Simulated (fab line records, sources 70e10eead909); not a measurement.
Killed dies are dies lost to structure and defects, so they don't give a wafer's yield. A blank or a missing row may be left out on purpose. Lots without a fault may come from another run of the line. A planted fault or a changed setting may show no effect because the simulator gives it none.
Which tool did it? | flow nand_harc | 11 lots, 33 wafers sampled, at 6 steps of a route of 1302

WHAT THE GAUGES READ, wafer by wafer
NHARC_A_SIN_REMOVE_INSPECT_04.
lot  | measured     | on                | raw_defect_count
L864 | day 20 13:25 | defect_inspect-02 | 307 353 336
L870 | day 22 22:10 | defect_inspect-02 | 702 730 744
L872 | day 23 13:31 | defect_inspect-02 | 665 745 695
L879 | day 26 03:32 | defect_inspect-01 | 341 434 434
L880 | day 27 14:16 | defect_inspect-01 | 296 345 368
L882 | day 28 00:29 | defect_inspect-02 | 469 316 456
L885 | day 28 11:00 | defect_inspect-02 | 539 520 430
L884 | day 28 14:36 | defect_inspect-02 | 422 544 332
L883 | day 28 14:39 | defect_inspect-01 | 482 392 257
L886 | day 29 02:26 | defect_inspect-01 | 379 339 277
L887 | day 29 23:11 | defect_inspect-01 | 315 410 378

NHARC_END_SORT_01.
lot  | measured     | on        | killed_at_array | killed_at_other | killed_at_periphery | killed_dies | killed_open | killed_short
L870 | day 27 00:16 | prober-02 | 70 57 54        | 0 0 0           | 0 7 2               | 70 64 56    | 2 1 1       | 2 1 2
L872 | day 27 14:41 | prober-01 | 71 49 50        | 0 1 0           | 2 5 5               | 73 55 55    | 3 3 1       | 0 0 1
L879 | day 30 13:29 | prober-02 | 55              | 1               | 0                   | 56          | 3           | 0

WHICH TOOL RAN EACH LOT (tool, then ch and the chambers of the sampled wafers, then the start)
lot  | NHARC_A_SGD_CUT_ETCHBACK_24        | NHARC_A_SLIT_DEP_25             | NHARC_A_SLIT_DEP_00           | NHARC_A_SLIT_ETCH_26
L864 | rie_diel-13 ch 2,3, day 19 19:25   | pecvd-01 ch 0,1, day 19 19:42   | acl_dep-01 ch 0, day 19 20:02 | har_etch-02 ch 0,1, day 20 05:38
L870 | rie_diel-12 ch 1,2,3, day 22 04:07 | pecvd-03 ch 1,2, day 22 04:28   | acl_dep-02 ch 0, day 22 04:46 | har_etch-02 ch 0,1, day 22 14:08
L872 | rie_diel-02 ch 0,1,2, day 22 18:51 | pecvd-01 ch 0,1, day 22 19:10   | acl_dep-03 ch 0, day 22 19:30 | har_etch-02 ch 0,1, day 23 05:23
L879 | rie_diel-13 ch 2,3, day 25 07:40   | pecvd-03 ch 0,2, day 25 08:04   | acl_dep-01 ch 0, day 25 11:20 | har_etch-01 ch 0,1, day 25 19:36
L880 | rie_diel-12 ch 1,2,3, day 26 12:44 | pecvd-01 ch 0,1,2, day 26 13:04 | acl_dep-02 ch 0, day 26 19:50 | har_etch-02 ch 0, day 27 06:16
L882 | rie_diel-13 ch 0,2,3, day 27 02:59 | pecvd-03 ch 1,2, day 27 03:18   | acl_dep-03 ch 0, day 27 03:38 | har_etch-02 ch 0,1, day 27 16:26
L885 | rie_diel-12 ch 0,3, day 27 16:38   | pecvd-02 ch 0,2, day 27 16:59   | acl_dep-01 ch 0, day 27 17:17 | har_etch-02 ch 0,1, day 28 02:55
L884 | rie_diel-02 ch 0,2,3, day 27 16:40 | pecvd-01 ch 0,2, day 27 17:02   | acl_dep-03 ch 0, day 27 17:18 | har_etch-01 ch 1, day 28 06:19
L883 | rie_diel-13 ch 1,2,3, day 27 16:40 | pecvd-03 ch 0,1,2, day 27 17:01 | acl_dep-02 ch 0, day 27 17:17 | har_etch-02 ch 0,1, day 28 06:43
L886 | rie_diel-13 ch 1,2, day 27 16:49   | pecvd-03 ch 0,2, day 27 17:11   | acl_dep-03 ch 0, day 27 21:01 | har_etch-01 ch 0, day 28 18:07
L887 | rie_diel-02 ch 0,1,2, day 29 05:04 | pecvd-01 ch 1,2, day 29 05:52   | acl_dep-01 ch 0, day 29 06:13 | har_etch-02 ch 0,1, day 29 15:44
- NHARC_A_SGD_CUT_ETCHBACK_24: etches the open film in CH3F/O2, target depth 50 nm, time 92.857 s.
- NHARC_A_SLIT_DEP_25: deposits SiO2, target thk 200 nm.
- NHARC_A_SLIT_DEP_00: deposits aC, target thk 6200 nm.
- NHARC_A_SLIT_ETCH_26: etches the open film in C4F8/O2/Ar, time 90 s, target depth 400 nm.

WHAT THE TOOLS THEMSELVES READ (means of the sampled wafers that have a number; where no wafer has one, the mark that the record gives instead)
NHARC_A_SGD_CUT_ETCHBACK_24.
lot  | tool        | chamber_pressure_mTorr (mTorr) | drypump_motor_current_A (A) | oes_product_au (a.u.) | rf_vpp_V (V) | showerhead_plenum_p_Torr (Torr) | throttle_valve_pct (%)
L864 | rie_diel-13 | 25.016                         | 5.4                         | 0.93                  | 243.5        | 2.37                            | 20.664
L870 | rie_diel-12 | 25.016                         | 5.6                         | 0.99                  | 242.7        | 2.40                            | 20.672
L872 | rie_diel-02 | 25.002                         | 5.7                         | 0.99                  | 245.1        | 2.52                            | 20.670
L879 | rie_diel-13 | 25.012                         | 5.4                         | 1.00                  | 242.5        | 2.37                            | 20.658
L880 | rie_diel-12 | 24.985                         | 5.6                         | 0.94                  | 243.0        | 2.40                            | 20.670
L882 | rie_diel-13 | 24.994                         | 5.7                         | 0.93                  | 242.8        | 2.35                            | 20.656
L885 | rie_diel-12 | 25.018                         | 6.4                         | 0.91                  | 244.7        | 2.48                            | 20.664
L884 | rie_diel-02 | 25.011                         | 5.7                         | 0.93                  | 245.2        | 2.48                            | 20.665
L883 | rie_diel-13 | 24.997                         | 5.2                         | 0.97                  | 243.3        | 2.39                            | 20.662
L886 | rie_diel-13 | 25.003                         | 5.3                         | 1.01                  | 243.8        | 2.44                            | 20.656
L887 | rie_diel-02 | 24.996                         | 5.7                         | 1.00                  | 245.2        | 2.51                            | 20.668

NHARC_A_SLIT_DEP_25.
lot  | tool     | heater_power_w (W) | throttle_valve_pct (%)
L864 | pecvd-01 | 504                | 15.5
L870 | pecvd-03 | 551                | 16.3
L872 | pecvd-01 | 523                | 15.7
L879 | pecvd-03 | 570                | 15.9
L880 | pecvd-01 | 516                | 15.8
L882 | pecvd-03 | 527                | 16.2
L885 | pecvd-02 | 769                | 15.7
L884 | pecvd-01 | 432                | 16.2
L883 | pecvd-03 | 545                | 16.3
L886 | pecvd-03 | 605                | 16.2
L887 | pecvd-01 | 529                | 15.8

NHARC_A_SLIT_DEP_00.
lot  | tool       | throttle_valve_pct (%)
L864 | acl_dep-01 | 34.995
L870 | acl_dep-02 | 34.995
L872 | acl_dep-03 | 34.997
L879 | acl_dep-01 | 35.003
L880 | acl_dep-02 | 35.003
L882 | acl_dep-03 | 34.999
L885 | acl_dep-01 | 34.992
L884 | acl_dep-03 | 35.000
L883 | acl_dep-02 | 34.996
L886 | acl_dep-03 | 34.992
L887 | acl_dep-01 | 35.001

NHARC_A_SLIT_ETCH_26.
lot  | tool        | chamber_pressure_mTorr (mTorr) | drypump_motor_current_A (A) | showerhead_plenum_p_Torr (Torr) | throttle_valve_pct (%)
L864 | har_etch-02 | 24.975                         | 6.5                         | 3.88                            | 27.618
L870 | har_etch-02 | 25.000                         | 6.5                         | 3.86                            | 27.618
L872 | har_etch-02 | 24.982                         | 6.5                         | 3.85                            | 27.623
L879 | har_etch-01 | 24.997                         | 5.2                         | 3.74                            | 27.614
L880 | har_etch-02 | 25.001                         | 6.7                         | 3.90                            | 27.613
L882 | har_etch-02 | 24.998                         | 6.3                         | 3.75                            | 27.628
L885 | har_etch-02 | 24.991                         | 6.3                         | 3.74                            | 27.611
L884 | har_etch-01 | 24.995                         | 5.4                         | 3.77                            | 27.617
L883 | har_etch-02 | 24.986                         | 6.5                         | 3.81                            | 27.615
L886 | har_etch-01 | 24.992                         | 4.9                         | 3.62                            | 27.622
L887 | har_etch-02 | 24.982                         | 6.3                         | 3.73                            | 27.611

THE ANSWER, worked out from the rows above alone
Rule: what is usual is taken from the lots themselves. Put in order of their means at a reading, lots are off if they are a third of the lots or fewer, leave a main group of 4 or more, and stand apart from it by a gap of 3 or more times the standard deviation of the main group's means; of several such gaps the widest counts. A main group whose means are all the same, to the digits that the tables above print for the reading, isn't used. A lot without any number at a reading at which 4 lots or more have one is off too. The other lots that the step has rows for count as sound. The gauges are gone through in route order, then the tools' own readings, and for those a lot's mean is taken as printed above. The first step at which some lot is off is used, and at that step the reading that is off furthest; a lot without a number counts as furthest.
Off: L870, L872, at NHARC_A_SIN_REMOVE_INSPECT_04 (raw_defect_count). The main group: mean 388, standard deviation 52.
A tool fits if, at a process step before that reading, it ran every lot that is off, and no sound lot after the first of them. The gauges at NHARC_A_SIN_REMOVE_INSPECT_04 are tried like those tools. None of those tried fits.

WHAT THE SIMULATOR HAD PUT IN
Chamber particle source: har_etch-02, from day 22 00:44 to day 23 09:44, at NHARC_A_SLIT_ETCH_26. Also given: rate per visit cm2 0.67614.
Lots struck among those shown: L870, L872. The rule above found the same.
